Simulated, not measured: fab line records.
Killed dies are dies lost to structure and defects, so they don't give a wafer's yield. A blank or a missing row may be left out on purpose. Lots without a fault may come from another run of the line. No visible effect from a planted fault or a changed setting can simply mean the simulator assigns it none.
The tool behind it: which one? | flow nandHarc | 24 lots, 72 wafers sampled, at 4 steps of a route of 1302

== WHAT EACH GAUGE READ, for each wafer ==
NHARC_P_CONTACT_INSPECT_27. Usual: rawDefectCount 302, standard deviation 130.
lot  | measured     | on               | rawDefectCount | flag
L074 | day 5 21:40  | defectInspect-01 | 259 331 196    | 
L075 | day 6 10:46  | defectInspect-02 | 338 303 235    | 
L076 | day 6 15:50  | defectInspect-02 | 221 329 257    | 
L077 | day 7 02:34  | defectInspect-02 | 366 311 246    | 
L082 | day 10 04:07 | defectInspect-01 | 178 190 162    | 
L081 | day 10 05:05 | defectInspect-02 | 294 199 219    | 
L078 | day 10 05:28 | defectInspect-02 | 509 483 271    | 
L083 | day 10 11:13 | defectInspect-02 | 336 287 239    | 
L080 | day 10 12:26 | defectInspect-02 | 294 217 416    | 
L079 | day 10 17:46 | defectInspect-01 | 230 366 353    | 
L084 | day 10 12:27 | defectInspect-01 | 389 368 498    | 
L085 | day 10 20:26 | defectInspect-02 | 653 464 264    | 
L086 | day 10 23:55 | defectInspect-02 | 182 222 273    | 
L088 | day 11 23:23 | defectInspect-01 | 211 289 210    | 
L087 | day 11 21:52 | defectInspect-02 | 191 172 168    | 
L089 | day 12 02:33 | defectInspect-02 | 291 446 826    | 
L090 | day 12 15:10 | defectInspect-01 | 587 290 221    | 
L091 | day 12 21:58 | defectInspect-02 | 144 308 370    | 
L092 | day 13 16:16 | defectInspect-02 | 382 320 303    | 
L093 | day 13 18:29 | defectInspect-02 | 248 230 243    | 
L094 | day 14 05:29 | defectInspect-01 | 361 193 320    | 
L095 | day 15 01:34 | defectInspect-01 | 135 155 175    | 
L096 | day 15 07:53 | defectInspect-01 | 146 152 145    | 
L097 | day 15 12:58 | defectInspect-01 | 177 233 312    | 

== WHAT TOOL EACH LOT RAN ON (gives the tool, then ch and the chambers of the sampled wafers, and finally the start) ==
lot  | NHARC_P_GATE_HM_DEP_102      | NHARC_P_GATE_DESCUM_93            | NHARC_P_CONTACT_ETCH_18
L074 | aclDep-03 ch 0, day 4 20:26  | rieDiel-05 ch 0,1,3, day 5 13:14  | rieDiel-07 ch 1,2,3, day 5 21:40 or earlier
L075 | aclDep-01 ch 0, day 5 10:01  | rieDiel-05 ch 0,1, day 6 02:43    | rieDiel-13 ch 0,2,3, day 6 10:46 or earlier
L076 | aclDep-01 ch 0, day 5 15:10  | rieDiel-11 ch 1,2, day 6 08:04    | rieDiel-07 ch 0,2, day 6 15:50 or earlier
L077 | aclDep-01 ch 0, day 6 01:02  | rieDiel-11 ch 0,1, day 6 18:04    | rieDiel-07 ch 0,1, day 7 02:34 or earlier
L082 | aclDep-02 ch 0, day 9 03:29  | rieDiel-11 ch 1,3, day 9 20:19    | rieDiel-07 ch 0,1,2, day 10 04:07 or earlier
L081 | aclDep-02 ch 0, day 9 04:01  | rieDiel-05 ch 1,2, day 9 20:51    | rieDiel-13 ch 2,3, day 10 05:05 or earlier
L078 | aclDep-02 ch 0, day 9 04:40  | rieDiel-11 ch 0,1,3, day 9 21:39  | rieDiel-07 ch 1,2,3, day 10 05:28 or earlier
L083 | aclDep-03 ch 0, day 9 05:16  | rieDiel-09 ch 0,1,3, day 10 03:11 | rieDiel-13 ch 0,2,3, day 10 11:13 or earlier
L080 | aclDep-02 ch 0, day 9 05:25  | rieDiel-11 ch 1,2,3, day 10 04:01 | rieDiel-13 ch 0,2,3, day 10 12:26 or earlier
L079 | aclDep-02 ch 0, day 9 05:58  | rieDiel-11 ch 0,1,3, day 10 09:37 | rieDiel-07 ch 0,1,3, day 10 17:46 or earlier
L084 | aclDep-03 ch 0, day 9 06:07  | rieDiel-05 ch 0,1, day 10 04:17   | rieDiel-07 ch 0,1,3, day 10 12:27 or earlier
L085 | aclDep-01 ch 0, day 9 09:23  | rieDiel-05 ch 1,3, day 10 12:31   | rieDiel-02 ch 0,2, day 10 20:26 or earlier
L086 | aclDep-02 ch 0, day 9 18:06  | rieDiel-11 ch 0,1,3, day 10 16:07 | rieDiel-13 ch 1,2,3, day 10 23:55 or earlier
L088 | aclDep-01 ch 0, day 10 20:33 | rieDiel-05 ch 0,1,2, day 11 15:23 | rieDiel-07 ch 0,2,3, day 11 23:23 or earlier
L087 | aclDep-01 ch 0, day 10 20:59 | rieDiel-05 ch 0,1,3, day 11 14:10 | rieDiel-02 ch 0,1, day 11 21:52 or earlier
L089 | aclDep-02 ch 0, day 11 01:44 | rieDiel-05 ch 0,3, day 11 18:43   | rieDiel-02 ch 1,2,3, day 12 02:33 or earlier
L090 | aclDep-03 ch 0, day 11 14:14 | rieDiel-11 ch 0,1,3, day 12 07:23 | rieDiel-13 ch 0,1,2, day 12 15:10 or earlier
L091 | aclDep-02 ch 0, day 11 21:13 | rieDiel-09 ch 0,2,3, day 12 14:10 | rieDiel-02 ch 0,1, day 12 21:58 or earlier
L092 | aclDep-02 ch 0, day 12 15:50 | rieDiel-09 ch 0,1, day 13 08:33   | rieDiel-02 ch 0,1,3, day 13 16:16 or earlier
L093 | aclDep-01 ch 0, day 12 16:50 | rieDiel-11 ch 2,3, day 13 10:26   | rieDiel-07 ch 0,1,2, day 13 18:29 or earlier
L094 | aclDep-01 ch 0, day 13 04:44 | rieDiel-09 ch 0,1,2, day 13 21:47 | rieDiel-07 ch 0,1,2, day 14 05:29 or earlier
L095 | aclDep-03 ch 0, day 14 00:35 | rieDiel-09 ch 1,3, day 14 17:44   | rieDiel-02 ch 0,1,3, day 15 01:34 or earlier
L096 | aclDep-03 ch 0, day 14 07:29 | rieDiel-11 ch 0,2,3, day 14 23:55 | rieDiel-07 ch 0,1, day 15 07:53 or earlier
L097 | aclDep-03 ch 0, day 14 11:44 | rieDiel-11 ch 2,3, day 15 05:04   | rieDiel-07 ch 1,2, day 15 12:58 or earlier
- NHARC_P_GATE_HM_DEP_102: deposits aC, target thk 120 nm.
- NHARC_P_GATE_DESCUM_93: chemistry O2, time 3 s.
- NHARC_P_CONTACT_ETCH_18: etches the open film in C4F8/O2/Ar, target depth 481 nm, time 240.5 s.

== WHAT THE TOOLS THEMSELVES READ (means of the sampled wafers that have a number; where no wafer has one, the mark that the record gives instead) ==
NHARC_P_GATE_HM_DEP_102. Usual: throttleValvePct 35.001 %, standard deviation 0.0087.
lot  | tool      | throttleValvePct (%) | flag
L074 | aclDep-03 | 35.001               | 
L075 | aclDep-01 | 34.997               | 
L076 | aclDep-01 | 34.997               | 
L077 | aclDep-01 | 35.008               | 
L082 | aclDep-02 | 35.001               | 
L081 | aclDep-02 | 34.997               | 
L078 | aclDep-02 | 35.004               | 
L083 | aclDep-03 | 35.001               | 
L080 | aclDep-02 | 35.008               | 
L079 | aclDep-02 | 35.000               | 
L084 | aclDep-03 | 34.998               | 
L085 | aclDep-01 | 34.993               | 
L086 | aclDep-02 | 35.007               | 
L088 | aclDep-01 | 35.004               | 
L087 | aclDep-01 | 34.998               | 
L089 | aclDep-02 | 34.994               | 
L090 | aclDep-03 | 35.004               | 
L091 | aclDep-02 | 35.007               | 
L092 | aclDep-02 | 35.000               | 
L093 | aclDep-01 | 35.004               | 
L094 | aclDep-01 | 34.992               | 
L095 | aclDep-03 | 34.994               | 
L096 | aclDep-03 | 34.996               | 
L097 | aclDep-03 | 35.007               | 

NHARC_P_GATE_DESCUM_93. Usual: drypumpMotorCurrentA 5.8 A, standard deviation 0.43; oesProductAu 0.998 a.u., standard deviation 0.0093; rfVppV 57.7 V, standard deviation 0.78; showerheadPlenumPTorr 1.90 Torr, standard deviation 0.077; throttleValvePct 11.310 %, standard deviation 0.0091.
lot  | tool       | drypumpMotorCurrentA (A) | oesProductAu (a.u.) | rfVppV (V) | showerheadPlenumPTorr (Torr) | throttleValvePct (%) | flag
L074 | rieDiel-05 | 5.9                      | 0.998               | 57.2       | 1.91                         | 11.301               | 
L075 | rieDiel-05 | 5.7                      | 1.001               | 57.4       | 1.96                         | 11.313               | 
L076 | rieDiel-11 | 5.5                      | 0.995               | 57.3       | 1.81                         | 11.308               | 
L077 | rieDiel-11 | 5.6                      | 0.992               | 57.2       | 1.84                         | 11.302               | 
L082 | rieDiel-11 | 6.1                      | 1.000               | 57.7       | 1.93                         | 11.315               | 
L081 | rieDiel-05 | 5.3                      | 1.011               | 57.6       | 1.93                         | 11.313               | 
L078 | rieDiel-11 | 5.9                      | 0.993               | 57.8       | 1.92                         | 11.302               | 
L083 | rieDiel-09 | 6.0                      | 1.000               | 57.6       | 1.85                         | 11.305               | 
L080 | rieDiel-11 | 5.8                      | 0.993               | 57.5       | 1.89                         | 11.308               | 
L079 | rieDiel-11 | 5.9                      | 0.989               | 57.8       | 1.92                         | 11.313               | 
L084 | rieDiel-05 | 5.7                      | 1.002               | 57.7       | 1.95                         | 11.319               | 
L085 | rieDiel-05 | 5.9                      | 1.000               | 57.1       | 1.85                         | 11.315               | 
L086 | rieDiel-11 | 5.9                      | 1.000               | 58.0       | 1.92                         | 11.313               | 
L088 | rieDiel-05 | 5.5                      | 1.006               | 57.5       | 1.93                         | 11.311               | 
L087 | rieDiel-05 | 5.9                      | 1.011               | 57.8       | 1.90                         | 11.297               | 
L089 | rieDiel-05 | 6.0                      | 0.999               | 57.8       | 1.91                         | 11.313               | 
L090 | rieDiel-11 | 5.9                      | 1.001               | 57.5       | 1.92                         | 11.302               | 
L091 | rieDiel-09 | 6.3                      | 1.001               | 57.9       | 1.87                         | 11.309               | 
L092 | rieDiel-09 | 5.9                      | 0.998               | 57.7       | 1.81                         | 11.305               | 
L093 | rieDiel-11 | 6.0                      | 0.993               | 58.1       | 1.97                         | 11.312               | 
L094 | rieDiel-09 | 5.9                      | 1.005               | 58.4       | 1.87                         | 11.317               | 
L095 | rieDiel-09 | 6.1                      | 0.998               | 57.6       | 1.88                         | 11.307               | 
L096 | rieDiel-11 | 5.8                      | 0.994               | 58.0       | 1.95                         | 11.305               | 
L097 | rieDiel-11 | 6.0                      | 0.997               | 57.4       | 1.97                         | 11.310               | 

NHARC_P_CONTACT_ETCH_18. Usual: oesProductAu 0.957 a.u., standard deviation 0.018; rfFwdPowerW 598.0 W, standard deviation 2.2; rfVppV 977 V, standard deviation 5.7.
lot  | tool       | oesProductAu (a.u.) | rfFwdPowerW (W) | rfVppV (V) | flag
L074 | rieDiel-07 | 0.973               | 598.4           | 979        | 
L075 | rieDiel-13 | 0.949               | 598.7           | 974        | 
L076 | rieDiel-07 | 0.961               | 596.0           | 982        | 
L077 | rieDiel-07 | 0.972               | 597.0           | 972        | 
L082 | rieDiel-07 | 0.965               | 596.7           | 977        | 
L081 | rieDiel-13 | 0.952               | 595.5           | 975        | 
L078 | rieDiel-07 | 0.965               | 599.2           | 980        | 
L083 | rieDiel-13 | 0.918               | 597.5           | 973        | 
L080 | rieDiel-13 | 0.959               | 596.2           | 972        | 
L079 | rieDiel-07 | 0.959               | 599.3           | 975        | 
L084 | rieDiel-07 | 0.932               | 597.8           | 975        | 
L085 | rieDiel-02 | 0.955               | 598.8           | 982        | 
L086 | rieDiel-13 | 0.956               | 598.7           | 978        | 
L088 | rieDiel-07 | 0.955               | 598.6           | 981        | 
L087 | rieDiel-02 | 0.953               | 597.3           | 980        | 
L089 | rieDiel-02 | 0.951               | 598.2           | 976        | 
L090 | rieDiel-13 | 0.923               | 598.9           | 978        | 
L091 | rieDiel-02 | 0.961               | 597.5           | 980        | 
L092 | rieDiel-02 | 0.955               | 598.7           | 978        | 
L093 | rieDiel-07 | 0.967               | 596.4           | 977        | 
L094 | rieDiel-07 | 0.971               | 600.5           | 978        | 
L095 | rieDiel-02 | 0.964               | 599.3           | 979        | 
L096 | rieDiel-07 | 0.976               | 599.8           | 972        | 
L097 | rieDiel-07 | 0.979               | 597.9           | 978        | 

== THE ANSWER, worked out from the rows above alone ==
Rule: a lot is off if the mean of its wafers that have a number lies more than 3 standard deviations from the usual mean. Also off: a lot with no number at a reading for which 4 or more lots have one. The other lots that the step has rows for count as sound. First the gauges in route order, then the tools' own readings, where a lot's mean is used as printed above. At the first step where some lot is off, the reading lying furthest off is the one used; lots without a number count as furthest.
None of the lots is off at any reading shown; this tells nothing.

== WHAT WAS PUT IN BY THE SIMULATOR ==
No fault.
